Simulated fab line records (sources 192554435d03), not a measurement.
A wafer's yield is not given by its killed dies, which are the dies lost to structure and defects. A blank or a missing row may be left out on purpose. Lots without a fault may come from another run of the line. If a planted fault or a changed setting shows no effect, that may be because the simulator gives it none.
What tool caused it? | flow n5Finfet | 8 lots with 24 wafers sampled at 6 steps, on a route of 1938 steps

== WHAT THE GAUGES READ, wafer by wafer ==
N5_BEOL_M2_OCD_MEAS_38. Usual: 55.5 nm for trenchDepthNm, sd 0.8.
lot  | measured     | on     | trenchDepthNm (nm) | flag
L185 | day 6 19:08  | ocd-02 | 55.6 54.8 55.3     | 
L186 | day 7 02:19  | ocd-01 | 55.7 56.7 55.3     | 
L188 | day 7 16:31  | ocd-01 | 54.8 55.4 53.8     | 
L190 | day 8 04:21  | ocd-02 | 57.1 53.7 55.2     | 
L195 | day 9 08:16  | ocd-02 | 52.4 54.9 53.0     | 
L202 | day 10 20:12 | ocd-01 | 54.7 55.9 55.0     | 
L203 | day 11 11:35 | ocd-02 | 55.7 54.7 54.8     | 
L207 | day 12 05:55 | ocd-01 | 55.7 58.0 55.6     | 

N5_BEOL_M4_RC_MEAS_101. Usual: DIBL_N 36.4 mV/V, standard deviation 1.5; DIBL_P 36.6 mV/V, standard deviation 1.9; IOFF_N 0.155 nA/um, standard deviation 0.021; IOFF_P 0.211 nA/um, standard deviation 0.028; ION_N 671 uA/um, standard deviation 8.6; ION_P 462 uA/um, standard deviation 5.8; SS_N 71.5 mV/dec, standard deviation 0.5; SS_P 73.4 mV/dec, standard deviation 0.58; VT_N 250.1 mV, standard deviation 2.4; VT_P -250.1 mV, standard deviation 3.
lot  | measured     | on        | DIBL_N (mV/V)  | DIBL_P (mV/V)  | IOFF_N (nA/um)    | IOFF_P (nA/um)    | ION_N (uA/um) | ION_P (uA/um) | SS_N (mV/dec)  | SS_P (mV/dec)  | VT_N (mV)         | VT_P (mV)            | flag
L185 | day 7 23:52  | prober-02 | 35.7 35.3 35.8 | 35.0 35.4 34.5 | 0.134 0.138 0.142 | 0.193 0.200 0.189 | 674 667 685   | 457 464 461   | 71.2 71.4 71.5 | 72.5 72.0 72.8 | 250.6 248.9 250.2 | -250.8 -251.9 -252.8 | 
L186 | day 8 08:29  | prober-01 | 35.7 36.7 35.8 | 35.7 36.6 35.5 | 0.152 0.157 0.149 | 0.207 0.215 0.198 | 677 676 664   | 464 468 460   | 71.3 71.8 71.7 | 73.3 73.8 74.5 | 249.9 249.4 251.1 | -250.3 -251.7 -249.5 | 
L188 | day 8 18:28  | prober-01 | 37.2 38.2 34.9 | 39.2 39.4 36.1 | 0.161 0.176 0.127 | 0.217 0.220 0.173 | 673 674 660   | 462 460 453   | 71.3 72.0 71.1 | 73.6 73.9 72.8 | 252.4 250.6 256.3 | -251.4 -250.6 -252.3 | 
L190 | day 8 22:37  | prober-01 | 34.9 34.0 33.9 | 34.8 33.9 33.5 | 0.137 0.129 0.126 | 0.224 0.204 0.202 | 657 661 660   | 464 463 466   | 70.6 70.9 71.0 | 72.8 72.6 72.7 | 254.1 256.0 249.6 | -246.3 -251.0 -251.1 | 
L195 | day 10 14:41 | prober-02 | 35.1 34.4 33.7 | 37.2 36.2 35.3 | 0.155 0.144 0.133 | 0.237 0.221 0.204 | 672 669 662   | 468 458 461   | 71.5 71.2 71.7 | 73.1 73.0 72.8 | 249.5 250.6 252.6 | -246.7 -246.5 -252.6 | 
L202 | day 12 04:40 | prober-01 | 37.4 37.3 37.6 | 37.4 37.3 37.9 | 0.165 0.157 0.167 | 0.216 0.215 0.225 | 673 661 669   | 456 459 466   | 72.4 72.3 71.7 | 73.7 73.1 73.4 | 249.8 250.2 250.1 | -250.1 -250.8 -247.8 | 
L203 | day 12 13:58 | prober-02 | 36.0 34.9 35.9 | 38.0 37.0 38.0 | 0.171 0.152 0.169 | 0.222 0.204 0.232 | 670 670 677   | 463 466 467   | 71.5 71.0 71.0 | 73.3 72.7 73.0 | 250.0 250.4 249.7 | -248.7 -249.4 -247.9 | 
L207 | day 13 09:25 | prober-01 | 32.6 34.9 34.2 | 33.7 35.5 34.8 | 0.128 0.152 0.143 | 0.168 0.209 0.188 | 670 677 679   | 469 471 467   | 71.4 71.3 71.7 | 72.8 73.7 73.1 | 252.5 249.9 251.6 | -250.6 -246.6 -253.1 | 

== TOOL THAT RAN EACH LOT (tool first, then ch and the chambers of the sampled wafers, then the start) ==
lot  | N5_BEOL_M2_ETCH_69                | N5_BEOL_M2_VIA_ETCH_34            | N5_BEOL_M2_TRENCH_ETCH_37         | N5_BEOL_M2_STRIP_97
L185 | rieDiel-06 ch 0,1,2, day 6 16:45  | rieDiel-06 ch 0,1,3, day 6 18:53  | rieDiel-06 ch 0,1,3, day 6 18:59  | rieDiel-06 ch 0,1,3, day 6 19:08 or earlier
L186 | rieDiel-01 ch 1,2,3, day 7 00:16  | rieDiel-01 ch 1,3, day 7 02:04    | rieDiel-01 ch 1,3, day 7 02:10    | rieDiel-01 ch 1,3, day 7 02:19 or earlier
L188 | rieDiel-01 ch 0,1, day 7 15:08    | rieDiel-04 ch 1,2, day 7 16:16    | rieDiel-04 ch 1,2, day 7 16:22    | rieDiel-04 ch 1,2, day 7 16:31 or earlier
L190 | rieDiel-01 ch 1,2,3, day 8 02:04  | rieDiel-04 ch 0,1,2, day 8 04:06  | rieDiel-04 ch 0,1,2, day 8 04:12  | rieDiel-04 ch 0,1,2, day 8 04:21 or earlier
L195 | rieDiel-04 ch 2,3, day 9 03:53    | rieDiel-04 ch 0,1, day 9 08:01    | rieDiel-04 ch 0,1, day 9 08:07    | rieDiel-04 ch 0,1, day 9 08:16 or earlier
L202 | rieDiel-01 ch 0,3, day 10 15:43   | rieDiel-01 ch 0,3, day 10 19:57   | rieDiel-01 ch 0,3, day 10 20:03   | rieDiel-01 ch 0,3, day 10 20:12 or earlier
L203 | rieDiel-01 ch 0,2,3, day 11 09:13 | rieDiel-06 ch 0,2,3, day 11 11:20 | rieDiel-06 ch 0,2,3, day 11 11:26 | rieDiel-06 ch 0,2,3, day 11 11:35 or earlier
L207 | rieDiel-06 ch 0,2,3, day 12 04:20 | rieDiel-01 ch 0,2, day 12 05:40   | rieDiel-01 ch 0,2, day 12 05:46   | rieDiel-01 ch 0,2, day 12 05:55 or earlier
- N5_BEOL_M2_ETCH_69: etches SiARC in CF4, target depth 15.6 nm, time 26 s.
- N5_BEOL_M2_VIA_ETCH_34: etches the open film in C4F6/O2, target depth 69.4 nm, time 65.9 s.
- N5_BEOL_M2_TRENCH_ETCH_37: etches SiOC in C4F6/O2, target depth 55.555 nm, time 29.2 s.
- N5_BEOL_M2_STRIP_97: strips in N2/H2, time 10 s.

== WHAT THE TOOLS THEMSELVES READ (means of the sampled wafers that have a number; where no wafer has one, the mark that the record gives instead) ==
N5_BEOL_M2_ETCH_69. Usual: drypumpMotorCurrentA 5.6 A, standard deviation 0.52; etchRfOnTimeS 25.9 s, standard deviation 0.35; mfcArSccm 99.98 sccm, standard deviation 0.29; oesProductAu 0.70 a.u., standard deviation 0.085; rfFwdPowerW 531.9 W, standard deviation 2; rfVppV 184.0 V, standard deviation 1; showerheadPlenumPTorr 2.15 Torr, standard deviation 0.055; throttleValvePct 15.55 %, standard deviation 0.17.
lot  | tool       | drypumpMotorCurrentA (A) | etchRfOnTimeS (s) | mfcArSccm (sccm) | oesProductAu (a.u.) | rfFwdPowerW (W) | rfVppV (V) | showerheadPlenumPTorr (Torr) | throttleValvePct (%) | flag
L185 | rieDiel-06 | 5.4                      | 26.1              | 99.69            | 0.62                | 531.2           | 183.8      | 2.15                         | 15.77                | 
L186 | rieDiel-01 | 5.4                      | 26.1              | 100.12           | 0.74                | 533.1           | 184.4      | 2.14                         | 15.38                | 
L188 | rieDiel-01 | 5.2                      | 25.7              | 100.08           | 0.82                | 532.0           | 184.3      | 2.17                         | 15.54                | 
L190 | rieDiel-01 | 5.4                      | 26.2              | 100.22           | 0.73                | 531.9           | 183.7      | 2.14                         | 15.40                | 
L195 | rieDiel-04 | 6.2                      | 25.5              | 100.05           | 0.74                | 533.2           | 184.9      | 2.19                         | 15.48                | 
L202 | rieDiel-01 | 5.5                      | 25.6              | 99.84            | 0.76                | 531.5           | 184.6      | 2.18                         | 15.64                | 
L203 | rieDiel-01 | 5.5                      | 25.8              | 99.88            | 0.70                | 533.6           | 184.2      | 2.16                         | 15.61                | 
L207 | rieDiel-06 | 5.9                      | 26.1              | 100.05           | 0.66                | 531.1           | 184.3      | 2.17                         | 15.68                | 

N5_BEOL_M2_VIA_ETCH_34. Usual: for drypumpMotorCurrentA, 5.7 A with a standard deviation of 0.52; for mfcArSccm, 300.1 sccm with a standard deviation of 1; for oesProductAu, 0.80 a.u. with a standard deviation of 0.1; for rfFwdPowerW, 346.8 W with a standard deviation of 1.2; for rfVppV, 662 V with a standard deviation of 4.3; for showerheadPlenumPTorr, 2.85 Torr with a standard deviation of 0.092; for throttleValvePct, 30.73 % with a standard deviation of 0.22.
lot  | tool       | drypumpMotorCurrentA (A) | mfcArSccm (sccm) | oesProductAu (a.u.) | rfFwdPowerW (W) | rfVppV (V) | showerheadPlenumPTorr (Torr) | throttleValvePct (%) | flag
L185 | rieDiel-06 | 5.9                      | 300.0            | 0.74                | 345.6           | 661        | 2.90                         | 30.76                | 
L186 | rieDiel-01 | 5.2                      | 299.2            | 0.94                | 346.5           | 655        | 2.82                         | 30.47                | 
L188 | rieDiel-04 | 5.9                      | 299.8            | 0.79                | 346.9           | 664        | 2.88                         | 30.67                | 
L190 | rieDiel-04 | 5.9                      | 299.8            | 0.79                | 347.3           | 664        | 2.89                         | 30.88                | 
L195 | rieDiel-04 | 5.6                      | 300.8            | 0.68                | 347.1           | 660        | 2.81                         | 31.06                | 
L202 | rieDiel-01 | 5.7                      | 301.4            | 0.88                | 346.6           | 659        | 2.89                         | 30.74                | 
L203 | rieDiel-06 | 5.9                      | 299.2            | 0.78                | 346.4           | 662        | 2.89                         | 30.78                | 
L207 | rieDiel-01 | 5.4                      | 300.4            | 0.76                | 346.0           | 664        | 2.85                         | 30.81                | 

N5_BEOL_M2_TRENCH_ETCH_37. Usual: for drypumpMotorCurrentA, 5.7 A with a standard deviation of 0.52; for mfcArSccm, 300.0 sccm with a standard deviation of 1; for oesProductAu, 0.80 a.u. with a standard deviation of 0.1; for rfFwdPowerW, 349.8 W with a standard deviation of 1.8; for rfVppV, 662 V with a standard deviation of 4.2; for showerheadPlenumPTorr, 2.86 Torr with a standard deviation of 0.092; for throttleValvePct, 20.84 % with a standard deviation of 0.19.
lot  | tool       | drypumpMotorCurrentA (A) | mfcArSccm (sccm) | oesProductAu (a.u.) | rfFwdPowerW (W) | rfVppV (V) | showerheadPlenumPTorr (Torr) | throttleValvePct (%) | flag
L185 | rieDiel-06 | 5.9                      | 299.6            | 0.74                | 348.0           | 661        | 2.91                         | 20.90                | 
L186 | rieDiel-01 | 5.2                      | 300.1            | 0.94                | 349.4           | 655        | 2.83                         | 20.57                | 
L188 | rieDiel-04 | 5.9                      | 300.6            | 0.79                | 350.6           | 664        | 2.89                         | 20.79                | 
L190 | rieDiel-04 | 5.9                      | 300.0            | 0.78                | 350.8           | 664        | 2.89                         | 20.97                | 
L195 | rieDiel-04 | 5.6                      | 300.0            | 0.69                | 350.0           | 662        | 2.82                         | 21.15                | 
L202 | rieDiel-01 | 5.6                      | 299.2            | 0.88                | 348.7           | 659        | 2.89                         | 20.83                | 
L203 | rieDiel-06 | 5.9                      | 299.9            | 0.79                | 349.0           | 661        | 2.89                         | 20.91                | 
L207 | rieDiel-01 | 5.4                      | 300.9            | 0.77                | 348.8           | 664        | 2.85                         | 20.90                | 

N5_BEOL_M2_STRIP_97. Usual: drypumpMotorCurrentA 5.7 A, standard deviation 0.52; oesProductAu 0.80 a.u., standard deviation 0.1; rfVppV 59.3 V, standard deviation 0.85; showerheadPlenumPTorr 2.55 Torr, standard deviation 0.089; throttleValvePct 23.65 %, standard deviation 0.21.
lot  | tool       | drypumpMotorCurrentA (A) | oesProductAu (a.u.) | rfVppV (V) | showerheadPlenumPTorr (Torr) | throttleValvePct (%) | flag
L185 | rieDiel-06 | 5.9                      | 0.75                | 59.9       | 2.60                         | 23.61                | 
L186 | rieDiel-01 | 5.2                      | 0.94                | 59.1       | 2.53                         | 23.40                | 
L188 | rieDiel-04 | 5.9                      | 0.80                | 59.3       | 2.59                         | 23.81                | 
L190 | rieDiel-04 | 5.9                      | 0.78                | 59.3       | 2.58                         | 23.90                | 
L195 | rieDiel-04 | 5.6                      | 0.69                | 58.9       | 2.50                         | 24.02                | 
L202 | rieDiel-01 | 5.6                      | 0.88                | 60.0       | 2.59                         | 23.63                | 
L203 | rieDiel-06 | 5.9                      | 0.79                | 59.0       | 2.59                         | 23.56                | 
L207 | rieDiel-01 | 5.4                      | 0.77                | 58.6       | 2.54                         | 23.69                | 

== THE ANSWER, worked out from the rows above alone ==
Rule: lot off if the mean of its wafers having a number is beyond 3 standard deviations from the usual mean. Also off: a lot with no number at a reading for which 4 or more lots have one. Any other lot the step has rows for is counted as sound. Order of review: gauges by route order, followed by the tools' own readings, for which a lot's mean as printed above is used. At the first step where some lot is off, the reading lying furthest off is the one used; lots without a number count as furthest.
None of the lots is off at any reading shown; this tells nothing.

== WHAT THE SIMULATOR HAD INSERTED ==
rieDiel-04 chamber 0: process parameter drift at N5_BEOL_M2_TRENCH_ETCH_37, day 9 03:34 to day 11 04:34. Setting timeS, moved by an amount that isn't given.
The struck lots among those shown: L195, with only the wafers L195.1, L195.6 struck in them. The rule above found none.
